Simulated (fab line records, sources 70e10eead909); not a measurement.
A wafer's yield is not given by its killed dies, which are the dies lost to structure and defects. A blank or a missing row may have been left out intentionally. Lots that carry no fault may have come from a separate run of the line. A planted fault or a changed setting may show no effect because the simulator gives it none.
Which of the tools did it? / flow nand-harc / 6 lots (18 wafers sampled), 1 step of a 1302-step route

== WHAT EACH GAUGE READ, for each wafer ==
NHARC_A_CONTACT_INSPECT_10.
lot=L368; measured=day 23 04:59; on=defect-inspect-02; raw-defect-count=63 65 56
lot=L370; measured=day 24 07:57; on=defect-inspect-02; raw-defect-count=76 66 74
lot=L375; measured=day 26 08:24; on=defect-inspect-02; raw-defect-count=103 85 84
lot=L377; measured=day 27 03:52; on=defect-inspect-01; raw-defect-count=82 78 83
lot=L381; measured=day 29 09:09; on=defect-inspect-01; raw-defect-count=56 51 63
lot=L387; measured=day 31 21:05; on=defect-inspect-01; raw-defect-count=41 45 50

== WHAT TOOL EACH LOT RAN ON (gives the tool, then ch and the chambers of the sampled wafers, and finally the start) ==
The record shows no process step preceding these readings.

== THE ANSWER, worked out from the rows above alone ==
Rule: the lots themselves supply what counts as usual. Put in order of their means at a reading, lots are off if they are a third of the lots or fewer, leave a main group of 4 or more, and stand apart from it by a gap of 3 or more times the standard deviation of the main group's means; of several such gaps the widest counts. The tables above print the reading to a certain number of digits; a main group whose means all agree to those digits is not used. A lot without any number at a reading at which 4 lots or more have one is off too. All remaining lots with rows at the step are treated as sound.
No lot is off at any reading shown: from this, nothing can be told.

== WHAT THE SIMULATOR HAD PUT IN ==
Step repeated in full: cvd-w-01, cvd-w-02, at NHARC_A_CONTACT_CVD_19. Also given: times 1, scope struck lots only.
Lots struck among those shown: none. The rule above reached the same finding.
